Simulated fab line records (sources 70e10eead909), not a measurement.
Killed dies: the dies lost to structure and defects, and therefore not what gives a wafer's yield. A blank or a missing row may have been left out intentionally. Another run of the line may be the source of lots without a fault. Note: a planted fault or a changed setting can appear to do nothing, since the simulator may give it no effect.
The tool behind it: which one? / flow nand-harc / Sampling: 14 lots, 42 wafers, 5 of 1302 route steps

== WHAT THE GAUGES READ, wafer by wafer ==
NHARC_HYBRID_BOND_OVL_MEAS_05.
lot=L530; measured=day 23 00:43; on=overlay-01; overlay-x-nm (nm)=-10 -17 -54; overlay-y-nm (nm)=20 38 14
lot=L531; measured=day 23 21:28; on=overlay-02; overlay-x-nm (nm)=-45 -20 39; overlay-y-nm (nm)=24 18 113
lot=L532; measured=day 24 03:55; on=overlay-01; overlay-x-nm (nm)=-51 -42 -25; overlay-y-nm (nm)=-42 20 -53
lot=L534; measured=day 24 22:47; on=overlay-02; overlay-x-nm (nm)=51 52 -26; overlay-y-nm (nm)=26 27 12
lot=L535; measured=day 25 15:16; on=overlay-01; overlay-x-nm (nm)=-12 21 -37; overlay-y-nm (nm)=5 -43 -25
lot=L542; measured=day 28 23:59; on=overlay-01; overlay-x-nm (nm)=-15 9 -19; overlay-y-nm (nm)=59 -48 45
lot=L544; measured=day 30 00:26; on=overlay-02; overlay-x-nm (nm)=7 -16 47; overlay-y-nm (nm)=6 27 -57
lot=L543; measured=day 29 15:14; on=overlay-01; overlay-x-nm (nm)=12 -60 -8; overlay-y-nm (nm)=15 15 -3
lot=L548; measured=day 31 14:06; on=overlay-01; overlay-x-nm (nm)=-15 7 61; overlay-y-nm (nm)=59 -3 32
lot=L549; measured=day 31 07:16; on=overlay-02; overlay-x-nm (nm)=-36 -9 7; overlay-y-nm (nm)=-8 -18 0
lot=L550; measured=day 31 14:06; on=overlay-02; overlay-x-nm (nm)=-77 -40 31; overlay-y-nm (nm)=-4 -26 10
lot=L551; measured=day 31 23:46; on=overlay-02; overlay-x-nm (nm)=39 23 10; overlay-y-nm (nm)=51 33 -7
lot=L552; measured=day 32 17:07; on=overlay-02; overlay-x-nm (nm)=36 -34 34; overlay-y-nm (nm)=-42 -6 -20
lot=L553; measured=day 32 17:06; on=overlay-02; overlay-x-nm (nm)=24 9 -4; overlay-y-nm (nm)=40 -18 -8

NHARC_END_SORT_01.
lot=L542; measured=day 29 21:49; on=prober-01; defect-limited-yield (%)=87.4 85.1 85.4; killed-at-array=24 18 17; killed-at-other=1 0 0; killed-at-periphery=60 83 82; killed-dies=85 101 99; killed-open=2 3 2; killed-short=3 3 1
lot=L543; measured=day 30 17:01; on=prober-01; defect-limited-yield (%)=82.7 81.7 81.1; killed-at-array=43 39 53; killed-at-other=0 1 0; killed-at-periphery=74 84 75; killed-dies=117 124 128; killed-open=2 4 3; killed-short=2 3 2

== EACH LOT AND THE TOOL THAT RAN IT (in order: tool; ch and the chambers of the sampled wafers; start) ==
lot=L530; NHARC_P_M2_STRIP_19=wet-bench-10 ch 0,3,6, day 6 05:52; NHARC_THIN_TSV_CMP_01=cmp-04 ch 1,2,3, day 23 04:10; NHARC_THIN_TSV_PRE_CLEAN_50=pvd-sputter-03, no start
lot=L531; NHARC_P_M2_STRIP_19=wet-bench-08 ch 3,5,7, day 6 21:40; NHARC_THIN_TSV_CMP_01=cmp-03 ch 2,3, day 23 23:20; NHARC_THIN_TSV_PRE_CLEAN_50=pvd-sputter-03, no start
lot=L532; NHARC_P_M2_STRIP_19=wet-bench-10 ch 1,2,3, day 7 01:05; NHARC_THIN_TSV_CMP_01=cmp-03 ch 0,1,3, day 24 06:34; NHARC_THIN_TSV_PRE_CLEAN_50=pvd-sputter-02, no start
lot=L534; NHARC_P_M2_STRIP_19=wet-bench-08 ch 1,2,3, day 8 01:34; NHARC_THIN_TSV_CMP_01=cmp-04 ch 1,2,3, day 25 00:13; NHARC_THIN_TSV_PRE_CLEAN_50=pvd-sputter-02, no start
lot=L535; NHARC_P_M2_STRIP_19=wet-bench-10 ch 1,3,5, day 8 11:50; NHARC_THIN_TSV_CMP_01=cmp-04 ch 0,1,3, day 25 16:43; NHARC_THIN_TSV_PRE_CLEAN_50=pvd-sputter-02, no start
lot=L542; NHARC_P_M2_STRIP_19=wet-bench-10 ch 1,2,3, day 11 12:23; NHARC_THIN_TSV_CMP_01=cmp-03 ch 0,2,3, day 29 01:30; NHARC_THIN_TSV_PRE_CLEAN_50=pvd-sputter-02, day 29 21:49 or earlier
lot=L544; NHARC_P_M2_STRIP_19=wet-bench-08 ch 0,3,4, day 12 08:56; NHARC_THIN_TSV_CMP_01=cmp-03 ch 0,1,2, day 30 01:54; NHARC_THIN_TSV_PRE_CLEAN_50=pvd-sputter-01, no start
lot=L543; NHARC_P_M2_STRIP_19=wet-bench-10 ch 0,6,7, day 12 10:06; NHARC_THIN_TSV_CMP_01=cmp-04 ch 0,1,2, day 29 19:04; NHARC_THIN_TSV_PRE_CLEAN_50=pvd-sputter-02, day 30 17:01 or earlier
lot=L548; NHARC_P_M2_STRIP_19=wet-bench-08 ch 0,2,6, day 14 02:16; NHARC_THIN_TSV_CMP_01=cmp-03 ch 0,1,2, day 31 16:46; NHARC_THIN_TSV_PRE_CLEAN_50=pvd-sputter-03, no start
lot=L549; NHARC_P_M2_STRIP_19=wet-bench-08 ch 1,4,6, day 14 03:11; NHARC_THIN_TSV_CMP_01=cmp-03 ch 0,1,2, day 31 08:41; NHARC_THIN_TSV_PRE_CLEAN_50=pvd-sputter-01, no start
lot=L550; NHARC_P_M2_STRIP_19=wet-bench-10 ch 1,2,5, day 14 13:40; NHARC_THIN_TSV_CMP_01=cmp-01 ch 0,2,3, day 31 15:33; NHARC_THIN_TSV_PRE_CLEAN_50=pvd-sputter-03, no start
lot=L551; NHARC_P_M2_STRIP_19=wet-bench-10 ch 1,5,7, day 15 02:56; NHARC_THIN_TSV_CMP_01=cmp-01 ch 0,1,2, day 32 01:58; NHARC_THIN_TSV_PRE_CLEAN_50=pvd-sputter-03, no start
lot=L552; NHARC_P_M2_STRIP_19=wet-bench-10 ch 2,3,5, day 15 17:28; NHARC_THIN_TSV_CMP_01=cmp-01 ch 0,1,3, day 32 21:20; NHARC_THIN_TSV_PRE_CLEAN_50=pvd-sputter-02, no start
lot=L553; NHARC_P_M2_STRIP_19=wet-bench-10 ch 0,2,4, day 16 01:22; NHARC_THIN_TSV_CMP_01=cmp-03 ch 1,2,3, day 32 20:03; NHARC_THIN_TSV_PRE_CLEAN_50=pvd-sputter-02, no start
- NHARC_P_M2_STRIP_19: strips in post etch residue remover, time 600 s.
- NHARC_THIN_TSV_CMP_01: polishes.
- NHARC_THIN_TSV_PRE_CLEAN_50: time 30 s.

== WHAT THE TOOLS THEMSELVES READ (means of the sampled wafers that have a number; where no wafer has one, the mark that the record gives instead) ==
NHARC_THIN_TSV_CMP_01.
lot=L530; tool=cmp-04; motor-current-A (A)=12.3
lot=L531; tool=cmp-03; motor-current-A (A)=12.2
lot=L532; tool=cmp-03; motor-current-A (A)=11.9
lot=L534; tool=cmp-04; motor-current-A (A)=12.6
lot=L535; tool=cmp-04; motor-current-A (A)=13.2
lot=L542; tool=cmp-03; motor-current-A (A)=11.9
lot=L544; tool=cmp-03; motor-current-A (A)=11.3
lot=L543; tool=cmp-04; motor-current-A (A)=11.7
lot=L548; tool=cmp-03; motor-current-A (A)=11.2
lot=L549; tool=cmp-03; motor-current-A (A)=11.4
lot=L550; tool=cmp-01; motor-current-A (A)=11.0
lot=L551; tool=cmp-01; motor-current-A (A)=11.1
lot=L552; tool=cmp-01; motor-current-A (A)=10.4
lot=L553; tool=cmp-03; motor-current-A (A)=11.5

NHARC_THIN_TSV_PRE_CLEAN_50.
lot=L530; tool=pvd-sputter-03; heater-power-w (W)=404
lot=L531; tool=pvd-sputter-03; heater-power-w (W)=435
lot=L532; tool=pvd-sputter-02; heater-power-w (W)=392
lot=L534; tool=pvd-sputter-02; heater-power-w (W)=380
lot=L535; tool=pvd-sputter-02; heater-power-w (W)=397
lot=L542; tool=pvd-sputter-02; heater-power-w (W)=384
lot=L544; tool=pvd-sputter-01; heater-power-w (W)=438
lot=L543; tool=pvd-sputter-02; heater-power-w (W)=386
lot=L548; tool=pvd-sputter-03; heater-power-w (W)=402
lot=L549; tool=pvd-sputter-01; heater-power-w (W)=425
lot=L550; tool=pvd-sputter-03; heater-power-w (W)=417
lot=L551; tool=pvd-sputter-03; heater-power-w (W)=399
lot=L552; tool=pvd-sputter-02; heater-power-w (W)=387
lot=L553; tool=pvd-sputter-02; heater-power-w (W)=404

== THE ANSWER, worked out from the rows above alone ==
Rule: the usual values come from the lots themselves. Put in order of their means at a reading, lots are off if they are a third of the lots or fewer, leave a main group of 4 or more, and stand apart from it by a gap of 3 or more times the standard deviation of the main group's means; of several such gaps the widest counts. The tables above print the reading to a certain number of digits; a main group whose means all agree to those digits is not used. A lot without any number at a reading at which 4 lots or more have one is off too. Any other lot the step has rows for is counted as sound. First the gauges in route order, then the tools' own readings, where a lot's mean is used as printed above. At the first step where some lot is off, the reading lying furthest off is the one used; lots without a number count as furthest.
Across all readings shown, no lot is off: no conclusion can be drawn from this.

== WHAT THE SIMULATOR HAD INSERTED ==
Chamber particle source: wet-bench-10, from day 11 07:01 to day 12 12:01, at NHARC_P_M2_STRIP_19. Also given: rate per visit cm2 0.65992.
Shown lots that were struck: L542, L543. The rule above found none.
